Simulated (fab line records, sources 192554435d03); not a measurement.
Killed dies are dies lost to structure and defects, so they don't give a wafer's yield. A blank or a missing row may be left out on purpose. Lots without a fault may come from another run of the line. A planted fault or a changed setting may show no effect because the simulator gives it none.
Which tool did it? | flow n5_finfet | 9 lots, 27 wafers sampled, at 5 steps of a route of 1938

WHAT THE GAUGES READ, wafer by wafer
N5_HKMG_FIN_OVL_MEAS_50. Usual: NDIPOLE_OVL -0.5 nm, standard deviation 0.69.
lot  | measured    | on         | NDIPOLE_OVL (nm) | flag
L302 | day 4 09:20 | overlay-02 | -1.2 -0.6 0.1    |
L303 | day 4 10:27 | overlay-02 | -1.2 -0.2 -0.2   |
L304 | day 4 17:02 | overlay-01 | -0.3 -0.8 -0.3   |
L306 | day 5 09:05 | overlay-01 | -0.4 -0.3 -1.1   |
L316 | day 7 21:22 | overlay-01 | -0.7 -0.5 0.2    |
L318 | day 8 06:43 | overlay-01 | 0.0 -0.1 -0.1    |
L320 | day 8 21:22 | overlay-01 | -0.4 0.3 0.0     |
L322 | day 9 07:01 | overlay-01 | -1.0 -2.2 -2.2   |
L324 | day 9 22:56 | overlay-02 | -0.3 -0.4 -0.3   |

N5_BEOL_M4_RC_MEAS_101. Usual: DIBL_N 36.3 mV/V, standard deviation 1.2; DIBL_P 36.1 mV/V, standard deviation 1.6; IOFF_N 0.161 nA/um, standard deviation 0.023; IOFF_N_85C 3.1 nA/um, standard deviation 0.38; IOFF_N_LIN 0.075 nA/um, standard deviation 0.0088; IOFF_N_LONG 5.62e-05 nA/um, standard deviation 2.3e-06; IOFF_P 0.209 nA/um, standard deviation 0.027; ION_N 676 uA/um, standard deviation 8.9; ION_P 462 uA/um, standard deviation 5.3; SS_N 71.5 mV/dec, standard deviation 0.51; SS_P 73.2 mV/dec, standard deviation 0.5; VT_N 249.1 mV, standard deviation 2.5; VT_N_LONG 274.5 mV, standard deviation 2; VT_P -249.9 mV, standard deviation 2.8.
lot  | measured     | on        | DIBL_N (mV/V)  | DIBL_P (mV/V)  | IOFF_N (nA/um)    | IOFF_N_85C (nA/um) | IOFF_N_LIN (nA/um) | IOFF_N_LONG (nA/um)          | IOFF_P (nA/um)    | ION_N (uA/um) | ION_P (uA/um) | SS_N (mV/dec)  | SS_P (mV/dec)  | VT_N (mV)         | VT_N_LONG (mV)    | VT_P (mV)            | flag
L302 | day 8 08:17  | prober-01 | 36.1 35.8 37.7 | 35.6 36.2 38.1 | 0.155 0.145 0.185 | 3.1 2.9 3.6        | 0.076 0.070 0.087  | 5.78e-05 5.85e-05 5.91e-05   | 0.203 0.211 0.249 | 683 671 689   | 462 461 471   | 71.5 70.9 71.6 | 72.9 72.7 73.9 | 248.2 248.5 246.0 | 274.3 272.0 273.0 | -249.9 -250.4 -247.5 |
L303 | day 8 12:03  | prober-01 | 36.8 37.7 36.8 | 35.5 35.8 34.7 | 0.161 0.174 0.162 | 3.1 3.3 3.1        | 0.073 0.078 0.071  | 5.57e-05 5.56e-05 5.61e-05   | 0.221 0.220 0.213 | 675 674 664   | 463 466 460   | 71.3 71.2 71.5 | 73.0 73.1 73.5 | 250.1 250.3 248.5 | 275.4 275.4 273.5 | -248.8 -249.0 -247.3 |
L304 | day 8 14:11  | prober-02 | 35.7 34.9 34.4 | 34.7 33.4 33.8 | 2.206 1.433 0.125 | 27.9 19.5 2.5      | 1.027 0.688 0.062  | 0.0006431 0.0004694 5.17e-05 | 0.190 0.172 0.180 | 691 680 667   | 463 457 464   | 71.5 70.9 71.1 | 72.8 72.9 72.9 | 175.1 183.9 252.0 | 199.8 208.0 275.9 | -249.1 -253.1 -251.7 | OFF
L306 | day 9 04:35  | prober-02 | 37.6 36.4 37.9 | 36.7 36.1 37.3 | 0.184 3.051 0.192 | 3.5 37.1 3.7       | 0.082 1.417 0.086  | 6.08e-05 0.0008675 6.08e-05  | 0.262 0.241 0.272 | 682 710 678   | 471 468 465   | 71.5 71.5 71.8 | 73.2 73.4 73.4 | 245.7 165.4 248.0 | 273.5 190.8 271.4 | -246.9 -244.0 -243.8 | OFF
L316 | day 11 09:02 | prober-02 | 35.0 35.7 34.0 | 35.2 35.9 33.4 | 0.151 0.160 0.135 | 3.0 3.1 2.7        | 0.070 0.071 0.062  | 5.69e-05 5.73e-05 5.76e-05   | 0.197 0.204 0.174 | 676 672 665   | 467 462 457   | 71.9 71.9 71.0 | 72.5 73.4 72.6 | 247.9 250.1 251.5 | 274.6 271.5 270.6 | -250.9 -250.7 -253.3 |
L318 | day 12 04:41 | prober-02 | 37.3 37.7 35.5 | 39.7 39.0 36.3 | 0.196 0.200 0.151 | 3.7 3.8 3.0        | 0.091 0.089 0.074  | 5.76e-05 5.84e-05 5.8e-05    | 0.241 0.229 0.188 | 692 687 678   | 468 466 464   | 71.8 72.1 71.4 | 73.2 74.0 73.0 | 245.1 247.1 249.1 | 274.7 273.0 274.8 | -249.5 -250.1 -253.0 |
L320 | day 12 14:46 | prober-01 | 36.1 35.7 36.0 | 35.0 34.4 35.0 | 0.166 0.149 0.155 | 3.3 3.0 3.1        | 0.074 0.070 0.072  | 6.04e-05 6.03e-05 5.93e-05   | 0.211 0.200 0.201 | 678 675 680   | 459 460 468   | 71.1 71.5 71.2 | 72.2 72.8 72.9 | 248.8 249.9 250.0 | 271.6 274.3 270.3 | -248.8 -248.3 -248.5 |
L322 | day 12 20:45 | prober-02 | 34.3 35.8 36.0 | 35.7 36.9 37.6 | 0.117 0.135 0.138 | 2.4 2.7 2.7        | 0.057 0.064 0.064  | 5.35e-05 5.33e-05 5.3e-05    | 0.192 0.214 0.222 | 663 666 673   | 461 463 467   | 71.9 71.0 71.6 | 72.9 73.7 73.1 | 254.1 254.6 254.9 | 278.3 276.7 279.2 | -252.3 -249.9 -250.0 |
L324 | day 13 22:22 | prober-01 | 37.1 36.0 35.0 | 36.4 35.6 34.3 | 0.166 0.143 0.132 | 3.2 2.9 2.6        | 0.077 0.068 0.064  | 5.48e-05 5.46e-05 5.53e-05   | 0.217 0.202 0.178 | 679 674 662   | 465 463 457   | 71.8 71.9 71.6 | 73.3 73.1 73.4 | 250.1 250.6 251.1 | 274.4 273.0 272.3 | -246.2 -248.4 -248.6 |

WHICH TOOL RAN EACH LOT (tool, then ch and the chambers of the sampled wafers, then the start)
lot  | N5_SDB_ALD_29                    | N5_DUMMY_REMOVAL_STRIP_10         | N5_HKMG_FIN_ETCH_58
L302 | ald_sin-04 ch 1,2, day 4 04:43   | rie_diel-06 ch 1,2,3, day 4 07:51 | rie_diel-04 ch 0,2, day 4 09:42
L303 | ald_sin-01 ch 0,1, day 4 05:49   | rie_diel-03 ch 0,2,3, day 4 08:57 | rie_diel-04 ch 0,1,3, day 4 10:49
L304 | ald_sin-02 ch 0,2,3, day 4 12:25 | rie_diel-06 ch 0,3, day 4 15:34   | rie_diel-04 ch 1,2, day 4 18:40
L306 | ald_sin-02 ch 1,2, day 5 04:05   | rie_diel-03 ch 1,2,3, day 5 07:34 | rie_diel-04 ch 0,2,3, day 5 09:28
L316 | ald_sin-04 ch 0,1,3, day 7 16:44 | rie_diel-03 ch 0,1,2, day 7 19:52 | rie_diel-01 ch 0,1,2, day 7 21:44
L318 | ald_sin-02 ch 1,3, day 8 02:07   | rie_diel-06 ch 0,2, day 8 05:20   | rie_diel-05 ch 3, day 8 07:14
L320 | ald_sin-01 ch 0,3, day 8 16:10   | rie_diel-02 ch 2,3, day 8 19:53   | rie_diel-04 ch 1,3, day 8 21:44
L322 | ald_sin-02 ch 0,1, day 9 02:31   | rie_diel-03 ch 0,2,3, day 9 05:38 | rie_diel-04 ch 1,2,3, day 9 07:35
L324 | ald_sin-04 ch 0,3, day 9 18:19   | rie_diel-02 ch 2,3, day 9 21:26   | rie_diel-01 ch 1,2, day 9 23:18
- N5_SDB_ALD_29: deposits SiNx, target thk 30 nm, pulse time 1 s, ald cycles 600.
- N5_DUMMY_REMOVAL_STRIP_10: strips in N2/H2, time 40 s.
- N5_HKMG_FIN_ETCH_58: etches SOC in N2/H2, target depth 215.8 nm, time 741 s.

WHAT THE TOOLS THEMSELVES READ (means of the sampled wafers that have a number; where no wafer has one, the mark that the record gives instead)
N5_SDB_ALD_29. Usual: heater_power_w 815 W, standard deviation 44; precursor_pulse_height_rel 1.001, standard deviation 0.021.
lot  | tool       | heater_power_w (W) | precursor_pulse_height_rel | flag
L302 | ald_sin-04 | 826                | 1.002                      |
L303 | ald_sin-01 | 803                | 1.003                      |
L304 | ald_sin-02 | 813                | 1.009                      |
L306 | ald_sin-02 | 843                | 0.999                      |
L316 | ald_sin-04 | 802                | 0.986                      |
L318 | ald_sin-02 | 820                | 0.985                      |
L320 | ald_sin-01 | 762                | 0.995                      |
L322 | ald_sin-02 | 845                | 0.994                      |
L324 | ald_sin-04 | 833                | 1.009                      |

N5_DUMMY_REMOVAL_STRIP_10. Usual: drypump_motor_current_A 5.9 A, standard deviation 0.41; h2_flow_sccm 300.1 sccm, standard deviation 0.93; oes_product_au 0.80 a.u., standard deviation 0.092; rf_vpp_V 45.5 V, standard deviation 0.83; showerhead_plenum_p_Torr 3.41 Torr, standard deviation 0.13; throttle_valve_pct 12.2 %, standard deviation 0.31.
lot  | tool        | drypump_motor_current_A (A) | h2_flow_sccm (sccm) | oes_product_au (a.u.) | rf_vpp_V (V) | showerhead_plenum_p_Torr (Torr) | throttle_valve_pct (%) | flag
L302 | rie_diel-06 | 5.8                         | 299.1               | 0.85                  | 45.8         | 3.49                            | 12.0                   |
L303 | rie_diel-03 | 5.8                         | 300.2               | 0.71                  | 45.2         | 3.32                            | 12.5                   |
L304 | rie_diel-06 | 6.0                         | 300.0               | 0.75                  | 45.1         | 3.42                            | 12.2                   |
L306 | rie_diel-03 | 5.5                         | 299.9               | 0.75                  | 45.5         | 3.38                            | 12.5                   |
L316 | rie_diel-03 | 6.0                         | 299.5               | 0.80                  | 45.6         | 3.37                            | 12.3                   |
L318 | rie_diel-06 | 5.8                         | 299.1               | 0.74                  | 44.5         | 3.35                            | 12.3                   |
L320 | rie_diel-02 | 5.8                         | 299.8               | 0.88                  | 45.3         | 3.47                            | 12.1                   |
L322 | rie_diel-03 | 5.8                         | 300.2               | 0.87                  | 46.3         | 3.30                            | 12.1                   |
L324 | rie_diel-02 | 6.0                         | 299.6               | 0.79                  | 45.5         | 3.34                            | 12.4                   |

N5_HKMG_FIN_ETCH_58. Usual: drypump_motor_current_A 6.0 A, standard deviation 0.53; h2_flow_sccm 200.0 sccm, standard deviation 0.54; oes_product_au 0.78 a.u., standard deviation 0.071; rf_vpp_V 99.1 V, standard deviation 1; run_length_s 764.4 s, standard deviation 0.48; showerhead_plenum_p_Torr 2.55 Torr, standard deviation 0.08; throttle_valve_pct 17.78 %, standard deviation 0.22.
lot  | tool        | drypump_motor_current_A (A) | h2_flow_sccm (sccm) | oes_product_au (a.u.) | rf_vpp_V (V) | run_length_s (s) | showerhead_plenum_p_Torr (Torr) | throttle_valve_pct (%) | flag
L302 | rie_diel-04 | 6.1                         | 200.1               | 0.71                  | 99.7         | 764.3            | 2.56                            | 17.57                  |
L303 | rie_diel-04 | 6.0                         | 200.1               | 0.77                  | 98.2         | 764.3            | 2.54                            | 17.69                  |
L304 | rie_diel-04 | 5.7                         | 199.8               | 0.74                  | 98.8         | 663.2            | 2.60                            | 17.72                  | OFF
L306 | rie_diel-04 | 6.0                         | 199.7               | 0.72                  | 98.5         | 713.6            | 2.56                            | 17.55                  | OFF
L316 | rie_diel-01 | 6.2                         | 199.5               | 0.82                  | 99.1         | 764.5            | 2.56                            | 17.98                  |
L318 | rie_diel-05 | 5.5                         | 199.5               | 0.78                  | 100.0        | 763.7            | 2.66                            | 17.77                  |
L320 | rie_diel-04 | 5.7                         | 200.3               | 0.74                  | 99.0         | 764.3            | 2.60                            | 17.72                  |
L322 | rie_diel-04 | 5.7                         | 200.0               | 0.81                  | 99.8         | 764.7            | 2.59                            | 17.65                  |
L324 | rie_diel-01 | 6.6                         | 200.0               | 0.80                  | 99.9         | 763.8            | 2.56                            | 18.05                  |

THE ANSWER, worked out from the rows above alone
Rule: a lot is off if the mean of its wafers that have a number lies more than 3 standard deviations from the usual mean. A lot without any number at a reading at which 4 lots or more have one is off too. The other lots that the step has rows for count as sound. The gauges are gone through in route order, then the tools' own readings, and for those a lot's mean is taken as printed above. The first step at which some lot is off is used, and at that step the reading that is off furthest; a lot without a number counts as furthest.
Off: L304, L306, at N5_BEOL_M4_RC_MEAS_101 (IOFF_N_LONG).
A tool fits if, at a process step before that reading, it ran every lot that is off, and no sound lot after the first of them. The gauges at N5_BEOL_M4_RC_MEAS_101 aren't tried: what is off there is off at N5_HKMG_FIN_ETCH_58 too, on other tools, and a gauge's error can't cause that. None of those tried fits.

WHAT THE SIMULATOR HAD PUT IN
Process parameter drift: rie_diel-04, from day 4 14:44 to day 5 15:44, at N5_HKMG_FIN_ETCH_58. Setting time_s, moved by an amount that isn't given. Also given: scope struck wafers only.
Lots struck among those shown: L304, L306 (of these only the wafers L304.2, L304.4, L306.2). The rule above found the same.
